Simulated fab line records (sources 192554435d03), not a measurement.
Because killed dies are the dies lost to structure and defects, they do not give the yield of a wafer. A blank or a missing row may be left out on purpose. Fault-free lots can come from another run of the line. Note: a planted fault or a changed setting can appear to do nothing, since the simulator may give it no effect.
Which of the tools did it?	flow n5 finfet	72 wafers from 24 lots sampled at 6 of the route's 1938 steps

## WHAT EACH GAUGE READ, for each wafer
No reading from a measuring or inspecting step in the record can be judged against a usual standard deviation.

## TOOL THAT RAN EACH LOT (tool first, then ch and the chambers of the sampled wafers, then the start)
lot	N5_HKMG_FIN_ALD_71	N5_HKMG_FIN_ETCH_67	N5_HKMG_FIN_STRIP_69	N5_HKMG_FIN_ALD_21	N5_HKMG_FIN_W_FILL_22	N5_GATE_CUT_ETCH_19
L074	ald metal-02 ch 0,2,3, day 4 05:26	rie diel-06 ch 0,1, day 4 05:59	plasma asher-01 ch 0,1, day 4 06:28	ald metal-04 ch 2,3, day 4 06:43	cvd w-02 ch 0,1, day 4 07:09	rie diel-01 ch 1,2, day 4 11:57
L075	ald metal-02 ch 1,3, day 4 13:59	rie diel-04 ch 0,3, day 4 14:23	plasma asher-01 ch 0,1, day 4 14:52	ald metal-04 ch 0,1,3, day 4 15:15	cvd w-01 ch 0,1, day 4 15:40	rie diel-03 ch 0,2,3, day 4 20:32
L076	ald metal-04 ch 0,3, day 4 22:43	rie diel-06 ch 0,1, day 4 23:03	plasma asher-02 ch 0,1, day 4 23:25	ald metal-04 ch 0,3, day 4 23:48	cvd w-02 ch 0,1, day 5 00:13	rie diel-02 ch 1,2,3, day 5 05:19
L077	ald metal-04 ch 0,1,3, day 5 01:50	rie diel-04 ch 0,1,2, day 5 02:11	plasma asher-02 ch 0,1, day 5 02:32	ald metal-02 ch 1,2,3, day 5 02:55	cvd w-01 ch 0,1, day 5 03:21	rie diel-01 ch 0,1, day 5 08:59
L078	ald metal-02 ch 1,2,3, day 5 08:13	rie diel-05 ch 0,3, day 5 08:34	plasma asher-01 ch 0,1, day 5 08:55	ald metal-01 ch 0,1,3, day 5 09:18	cvd w-02 ch 0,1, day 5 09:43	rie diel-01 ch 1,2,3, day 5 16:00
L079	ald metal-04 ch 1,2,3, day 5 12:55	rie diel-06 ch 1,3, day 5 13:19	plasma asher-02 ch 0,1, day 5 13:48	ald metal-04 ch 1,2, day 5 14:04	cvd w-02 ch 0,1, day 5 14:30	rie diel-01 ch 0,1,3, day 5 19:31
L080	ald metal-01 ch 1,2,3, day 5 19:46	rie diel-05 ch 0,1,2, day 5 20:07	plasma asher-01 ch 0,1, day 5 20:28	ald metal-01 ch 1,2,3, day 5 20:51	cvd w-01 ch 0,1, day 5 21:17	rie diel-01 ch 2,3, day 6 02:25
L081	ald metal-04 ch 0,2, day 5 22:23	rie diel-04 ch 0,2,3, day 5 22:43	plasma asher-02 ch 0,1, day 5 23:05	ald metal-01 ch 0,2, day 5 23:28	cvd w-01 ch 0,1, day 5 23:53	rie diel-02 ch 0,2,3, day 6 04:41
L082	ald metal-02 ch 1,2, day 6 08:08	rie diel-04 ch 1,2,3, day 6 08:28	plasma asher-01 ch 0,1, day 6 08:57	ald metal-04 ch 1,2, day 6 09:13	cvd w-02 ch 0,1, day 6 09:39	rie diel-01 ch 0,1,3, day 6 14:46
L083	ald metal-01 ch 2,3, day 6 17:55	rie diel-04 ch 0,2, day 6 18:18	plasma asher-02 ch 0,1, day 6 18:40	ald metal-01 ch 1,2,3, day 6 19:03	cvd w-01 ch 0, day 6 19:29	rie diel-03 ch 2,3, day 7 00:39
L084	ald metal-01 ch 0,1,2, day 6 20:59	rie diel-05 ch 0,1,3, day 6 21:28	plasma asher-02 ch 0,1, day 6 21:50	ald metal-01 ch 0,2, day 6 22:13	cvd w-01 ch 0,1, day 6 22:38	rie diel-01 ch 0,2, day 7 04:02
L085	ald metal-04 ch 0,3, day 7 00:45	rie diel-06 ch 0,1, day 7 01:05	plasma asher-01 ch 0,1, day 7 01:27	ald metal-04 ch 0,2, day 7 01:50	cvd w-02 ch 0,1, day 7 02:15	rie diel-01 ch 0,2,3, day 7 07:22
L086	ald metal-04 ch 0,1,3, day 7 09:36	rie diel-05 ch 1,2, day 7 10:00	plasma asher-01 ch 0,1, day 7 10:21	ald metal-01 ch 1,3, day 7 10:44	cvd w-02 ch 0,1, day 7 11:10	rie diel-01 ch 1,2, day 7 16:03
L087	ald metal-01 ch 1,2,3, day 7 16:14	rie diel-06 ch 2,3, day 7 16:34	plasma asher-01 ch 0,1, day 7 16:56	ald metal-01 ch 0,1,3, day 7 17:19	cvd w-02 ch 0,1, day 7 17:44	rie diel-03 ch 0,1, day 7 22:49
L088	ald metal-01 ch 1,2,3, day 7 21:07	rie diel-04 ch 0,3, day 7 21:31	plasma asher-01 ch 0,1, day 7 22:06	ald metal-02 ch 2,3, day 7 22:22	cvd w-02 ch 0,1, day 7 22:48	rie diel-03 ch 2,3, day 8 04:10
L089	ald metal-04 ch 1,2,3, day 7 22:07	rie diel-06 ch 0,1,3, day 7 22:29	plasma asher-02 ch 0,1, day 7 22:58	ald metal-01 ch 0,2, day 7 23:14	cvd w-02 ch 0,1, day 7 23:40	rie diel-02 ch 1,2,3, day 8 05:35
L090	ald metal-01 ch 0,2,3, day 8 08:19	rie diel-06 ch 0,1, day 8 08:47	plasma asher-02 ch 0,1, day 8 09:09	ald metal-02 ch 0,2,3, day 8 09:32	cvd w-01 ch 0,1, day 8 09:58	rie diel-03 ch 0,1,2, day 8 15:06
L091	ald metal-04 ch 0,1,2, day 8 14:20	rie diel-05 ch 0,2,3, day 8 14:40	plasma asher-01 ch 0,1, day 8 15:02	ald metal-02 ch 1,2,3, day 8 15:25	cvd w-02 ch 0,1, day 8 15:51	rie diel-02 ch 0,2,3, day 8 21:16
L092	ald metal-04 ch 0,1, day 8 16:12	rie diel-05 ch 1,2,3, day 8 16:39	plasma asher-01 ch 0,1, day 8 17:08	ald metal-02 ch 1,2, day 8 17:25	cvd w-01 ch 0,1, day 8 17:50	rie diel-02 ch 0,1, day 8 23:23
L093	ald metal-04 ch 1,2,3, day 8 23:57	rie diel-04 ch 0,1,2, day 9 00:23	plasma asher-01 ch 0,1, day 9 00:45	ald metal-02 ch 0,2,3, day 9 01:08	cvd w-02 ch 0,1, day 9 01:34	rie diel-03 ch 0,2,3, day 9 06:22
L094	ald metal-04 ch 0,1,2, day 9 09:43	rie diel-04 ch 0,1,3, day 9 10:08	plasma asher-02 ch 0,1, day 9 10:30	ald metal-02 ch 1,2,3, day 9 10:53	cvd w-01 ch 0,1, day 9 11:19	rie diel-02 ch 1,2,3, day 9 16:07
L095	ald metal-04 ch 1,2,3, day 9 12:41	rie diel-06 ch 0,2,3, day 9 13:02	plasma asher-02 ch 0,1, day 9 13:23	ald metal-02 ch 1,2,3, day 9 13:47	cvd w-01 ch 0,1, day 9 14:12	rie diel-01 ch 0,1,3, day 9 19:00
L096	ald metal-02 ch 0,2,3, day 9 19:33	rie diel-06 ch 0,2,3, day 9 19:58	plasma asher-02 ch 0,1, day 9 20:19	ald metal-02 ch 0,2, day 9 20:43	cvd w-02 ch 0,1, day 9 21:08	rie diel-02 ch 0,2,3, day 10 02:28
L097	ald metal-02 ch 0,2,3, day 9 21:11	rie diel-04 ch 0,3, day 9 21:32	plasma asher-02 ch 1, day 9 21:53	ald metal-04 ch 0,1, day 9 22:16	cvd w-01 ch 0,1, day 9 22:41	rie diel-03 ch 0,1,2, day 10 03:40
- N5_HKMG_FIN_ALD_71: deposits TiN, target thk 1 nm, pulse time 1 s, purge time 3 s.
- N5_HKMG_FIN_ETCH_67: etches SOC in N2/H2, stops on TiN, target depth 388.9 nm.
- N5_HKMG_FIN_STRIP_69: strips in N2/H2, time 360 s.
- N5_HKMG_FIN_ALD_21: deposits TiN, target thk 1.5 nm, pulse time 1 s, purge time 3 s.
- N5_HKMG_FIN_W_FILL_22: material W, target thk 60 nm, time 18.2 s.
- N5_GATE_CUT_ETCH_19: etches SiNx in CH3F/O2, target depth 53.7 nm, time 76.7 s.

## WHAT THE TOOLS THEMSELVES READ (means of the sampled wafers that have a number; where no wafer has one, the mark that the record gives instead)
N5_HKMG_FIN_ALD_71. Usual: heater power w 897 W, standard deviation 130; precursor pulse height rel 1.001, standard deviation 0.02.
lot	tool	heater power w (W)	precursor pulse height rel	flag
L074	ald metal-02	933	0.999	
L075	ald metal-02	890	1.010	
L076	ald metal-04	742	1.000	
L077	ald metal-04	823	0.986	
L078	ald metal-02	911	1.004	
L079	ald metal-04	883	0.990	
L080	ald metal-01	913	0.999	
L081	ald metal-04	896	1.018	
L082	ald metal-02	941	0.979	
L083	ald metal-01	951	1.006	
L084	ald metal-01	970	0.991	
L085	ald metal-04	744	1.011	
L086	ald metal-04	830	1.003	
L087	ald metal-01	899	1.007	
L088	ald metal-01	914	0.980	
L089	ald metal-04	872	0.999	
L090	ald metal-01	985	1.009	
L091	ald metal-04	937	0.996	
L092	ald metal-04	974	1.009	
L093	ald metal-04	888	1.010	
L094	ald metal-04	936	1.009	
L095	ald metal-04	885	1.014	
L096	ald metal-02	937	1.012	
L097	ald metal-02	942	1.011	

N5_HKMG_FIN_ETCH_67. Usual: drypump motor current A 5.8 A, standard deviation 0.47; oes product au 0.81 a.u., standard deviation 0.084; rf vpp V 240.6 V, standard deviation 1.4; showerhead plenum p Torr 2.53 Torr, standard deviation 0.084; throttle valve pct 17.73 %, standard deviation 0.23.
lot	tool	drypump motor current A (A)	oes product au (a.u.)	rf vpp V (V)	showerhead plenum p Torr (Torr)	throttle valve pct (%)	flag
L074	rie diel-06	5.5	0.83	241.9	2.61	17.67	
L075	rie diel-04	6.4	0.71	239.3	2.48	17.86	
L076	rie diel-06	5.6	0.82	240.8	2.60	17.68	
L077	rie diel-04	5.8	0.77	241.5	2.55	17.85	
L078	rie diel-05	6.2	0.71	240.9	2.52	18.02	
L079	rie diel-06	5.6	0.84	240.0	2.47	17.38	
L080	rie diel-05	5.7	0.76	240.6	2.50	17.91	
L081	rie diel-04	6.0	0.79	240.4	2.52	17.80	
L082	rie diel-04	5.5	0.83	241.8	2.61	17.80	
L083	rie diel-04	5.9	0.73	240.8	2.51	17.95	
L084	rie diel-05	6.2	0.87	240.7	2.52	17.78	
L085	rie diel-06	5.8	0.77	240.0	2.51	17.72	
L086	rie diel-05	5.6	0.91	240.3	2.49	17.65	
L087	rie diel-06	5.7	0.92	240.5	2.50	17.51	
L088	rie diel-04	6.1	0.83	240.9	2.53	17.68	
L089	rie diel-06	5.6	0.80	240.5	2.52	17.58	
L090	rie diel-06	5.8	0.75	240.7	2.50	17.75	
L091	rie diel-05	6.0	0.85	240.3	2.51	17.71	
L092	rie diel-05	5.9	0.84	239.8	2.51	17.70	
L093	rie diel-04	5.8	0.74	242.0	2.54	17.91	
L094	rie diel-04	5.9	0.78	241.3	2.56	17.78	
L095	rie diel-06	5.6	0.85	240.7	2.55	17.56	
L096	rie diel-06	5.5	0.85	240.1	2.54	17.55	
L097	rie diel-04	6.2	0.80	240.7	2.52	17.72	

N5_HKMG_FIN_STRIP_69. Usual: drypump motor current A 5.5 A, standard deviation 0.37; heater power w 468 W, standard deviation 32.
lot	tool	drypump motor current A (A)	heater power w (W)	flag
L074	plasma asher-01	5.5	449	
L075	plasma asher-01	5.5	447	
L076	plasma asher-02	5.8	468	
L077	plasma asher-02	5.8	471	
L078	plasma asher-01	5.2	459	
L079	plasma asher-02	5.7	495	
L080	plasma asher-01	5.4	454	
L081	plasma asher-02	5.7	500	
L082	plasma asher-01	5.2	456	
L083	plasma asher-02	5.7	498	
L084	plasma asher-02	5.7	499	
L085	plasma asher-01	5.5	448	
L086	plasma asher-01	5.4	445	
L087	plasma asher-01	5.5	448	
L088	plasma asher-01	5.2	445	
L089	plasma asher-02	5.8	474	
L090	plasma asher-02	5.8	471	
L091	plasma asher-01	5.5	444	
L092	plasma asher-01	5.5	447	
L093	plasma asher-01	5.5	451	
L094	plasma asher-02	5.7	496	
L095	plasma asher-02	5.8	473	
L096	plasma asher-02	5.8	474	
L097	plasma asher-02	5.6	520	

N5_HKMG_FIN_ALD_21. Usual: heater power w 916 W, standard deviation 110; precursor pulse height rel 0.999, standard deviation 0.02.
lot	tool	heater power w (W)	precursor pulse height rel	flag
L074	ald metal-04	838	1.015	
L075	ald metal-04	824	1.012	
L076	ald metal-04	684	1.010	
L077	ald metal-02	918	1.000	
L078	ald metal-01	947	0.989	
L079	ald metal-04	996	0.984	
L080	ald metal-01	908	0.995	
L081	ald metal-01	1041	0.983	
L082	ald metal-04	1020	0.989	
L083	ald metal-01	905	0.991	
L084	ald metal-01	1012	1.009	
L085	ald metal-04	905	1.006	
L086	ald metal-01	849	1.006	
L087	ald metal-01	924	1.005	
L088	ald metal-02	921	1.007	
L089	ald metal-01	1029	1.012	
L090	ald metal-02	959	1.000	
L091	ald metal-02	912	0.999	
L092	ald metal-02	903	1.016	
L093	ald metal-02	940	0.997	
L094	ald metal-02	910	0.992	
L095	ald metal-02	921	1.003	
L096	ald metal-02	971	0.989	
L097	ald metal-04	970	0.991	

N5_HKMG_FIN_W_FILL_22. Usual: heater power w 833 W, standard deviation 80; throttle valve pct 19.4 %, standard deviation 0.53.
lot	tool	heater power w (W)	throttle valve pct (%)	flag
L074	cvd w-02	813	18.8	
L075	cvd w-01	795	19.6	
L076	cvd w-02	816	18.8	
L077	cvd w-01	854	19.8	
L078	cvd w-02	826	18.9	
L079	cvd w-02	843	18.9	
L080	cvd w-01	792	19.7	
L081	cvd w-01	879	19.8	
L082	cvd w-02	826	18.9	
L083	cvd w-01	954	19.8	
L084	cvd w-01	803	19.9	
L085	cvd w-02	832	18.8	
L086	cvd w-02	838	19.0	
L087	cvd w-02	838	19.2	
L088	cvd w-02	820	19.0	
L089	cvd w-02	840	19.2	
L090	cvd w-01	789	19.9	
L091	cvd w-02	840	19.3	
L092	cvd w-01	790	20.1	
L093	cvd w-02	839	19.3	
L094	cvd w-01	801	20.0	
L095	cvd w-01	885	19.9	
L096	cvd w-02	848	19.3	
L097	cvd w-01	871	19.9	

N5_GATE_CUT_ETCH_19. Usual: value, then standard deviation, for each; drypump motor current A 6.0 A / 0.37; etch rf on time s 77.0 s / 1.1; oes_o_777_au 0.79 a.u. / 0.074; oes product au 0.67 a.u. / 0.066; rf vpp V 298 V / 3.4; showerhead plenum p Torr 1.99 Torr / 0.068; throttle valve pct 16.41 % / 0.23.
lot	tool	drypump motor current A (A)	etch rf on time s (s)	oes_o_777_au (a.u.)	oes product au (a.u.)	rf vpp V (V)	showerhead plenum p Torr (Torr)	throttle valve pct (%)	flag
L074	rie diel-01	6.0	77.0	0.87	0.75	298	1.99	16.52	
L075	rie diel-03	5.8	76.8	0.82	0.70	301	2.05	16.29	
L076	rie diel-02	5.9	76.4	0.80	0.69	298	1.93	16.38	
L077	rie diel-01	6.2	76.7	0.90	0.76	294	1.98	16.38	
L078	rie diel-01	5.9	77.0	0.80	0.67	298	2.00	16.53	
L079	rie diel-01	6.1	76.7	0.84	0.71	294	1.99	16.38	
L080	rie diel-01	5.8	77.1	0.75	0.62	296	2.02	16.53	
L081	rie diel-02	6.2	76.6	0.76	0.65	299	1.97	16.45	
L082	rie diel-01	6.1	76.5	0.83	0.70	294	1.99	16.39	
L083	rie diel-03	5.7	76.3	0.81	0.69	302	2.08	16.13	
L084	rie diel-01	5.6	77.4	0.72	0.62	300	2.04	16.69	
L085	rie diel-01	5.8	77.2	0.74	0.63	295	2.02	16.55	
L086	rie diel-01	5.8	77.4	0.76	0.64	300	2.01	16.70	
L087	rie diel-03	6.0	77.2	0.81	0.69	298	1.96	16.38	
L088	rie diel-03	5.8	77.4	0.75	0.64	301	2.03	16.43	
L089	rie diel-02	6.0	76.0	0.78	0.67	296	1.93	16.42	
L090	rie diel-03	6.0	76.9	0.77	0.66	299	1.95	16.49	
L091	rie diel-02	6.2	76.5	0.74	0.63	300	1.96	16.48	
L092	rie diel-02	6.1	76.8	0.76	0.65	296	1.98	16.37	
L093	rie diel-03	5.8	76.8	0.78	0.67	301	2.04	16.35	
L094	rie diel-02	5.9	76.8	0.78	0.65	297	1.92	16.44	
L095	rie diel-01	6.1	77.5	0.79	0.67	295	1.98	16.45	
L096	rie diel-02	6.2	77.0	0.73	0.63	299	1.96	16.50	
L097	rie diel-03	6.0	77.7	0.76	0.64	298	1.95	16.50	

## THE ANSWER, worked out from the rows above alone
Rule: a lot counts as off when the mean over its wafers that have a number is more than 3 standard deviations away from the usual mean. Also off: a lot with no number at a reading for which 4 or more lots have one. Where the step has rows for the other lots, those lots are counted as sound. Order of review: gauges by route order, followed by the tools' own readings, for which a lot's mean as printed above is used. The first step at which some lot is off is used, and at that step the reading that is off furthest; a lot without a number counts as furthest.
No lot is off at any reading shown: from this, nothing can be told.

## WHAT THE SIMULATOR HAD PUT IN
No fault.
